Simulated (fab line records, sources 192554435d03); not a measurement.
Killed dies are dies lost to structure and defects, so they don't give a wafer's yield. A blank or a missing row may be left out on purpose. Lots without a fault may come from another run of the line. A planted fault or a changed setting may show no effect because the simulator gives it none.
Chamber matching | flow n5_finfet | N5_BEOL_M0_SAQP_ETCH_88 on rie_diel-04: 4 sister chambers
The step etches underlayer in N2/H2, target depth 6.5 nm, time 5.2 s. 8 wafers are shown with their chamber, then 9 later ones without.

WAFERS WITH THEIR CHAMBER
wafer  | chamber | showerhead_plenum_p_Torr (Torr) | drypump_motor_current_A (A)
L084.5 | 3       | 2.41                            | 5.5
L087.4 | 2       | 2.52                            | 5.8
L090.1 | 1       | 2.66                            | 5.9
L090.2 | 3       | 2.41                            | 5.5
L090.3 | 2       | 2.51                            | 5.7
L090.4 | 0       | 2.51                            | 5.7
L090.5 | 1       | 2.66                            | 5.9
L090.6 | 0       | 2.51                            | 5.7

WAFERS WITHOUT THEIR CHAMBER
wafer  | showerhead_plenum_p_Torr (Torr) | drypump_motor_current_A (A)
L092.1 | 2.66                            | 5.9
L092.3 | 2.51                            | 5.8
L092.5 | 2.51                            | 5.7
L093.2 | 2.51                            | 5.7
L093.3 | 2.51                            | 5.8
L093.6 | 2.41                            | 5.5
L095.4 | 2.41                            | 5.5
L095.5 | 2.65                            | 5.9
L095.6 | 2.51                            | 5.7

WHICH CHAMBER EACH WENT THROUGH
wafer  | from the rows above     | in truth
L092.1 | 1                       | 1
L092.3 | can't be placed: 2 or 0 | 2
L092.5 | can't be placed: 0 or 2 | 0
L093.2 | can't be placed: 0 or 2 | 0
L093.3 | can't be placed: 2 or 0 | 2
L093.6 | 3                       | 3
L095.4 | 3                       | 3
L095.5 | 1                       | 1
L095.6 | can't be placed: 0 or 2 | 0
Placed correctly: 4 of 9. Can't be placed from these rows: 5 (the true chamber is among the candidates in 5). Placed wrongly: 0.
How it was worked out, from the rows above alone: a wafer's distance from a chamber is the root of the sum, over the readings, of the square of ((its reading less the chamber's mean) divided by the reading's scatter). The wafer belongs to the nearest chamber; if the next one is less than 2 further off, it can't be placed. A chamber's mean is the mean of its shown wafers. The scatter: the root of (the sum of the squares of (reading less its chamber's mean) over the shown wafers, divided by (wafers less chambers)).
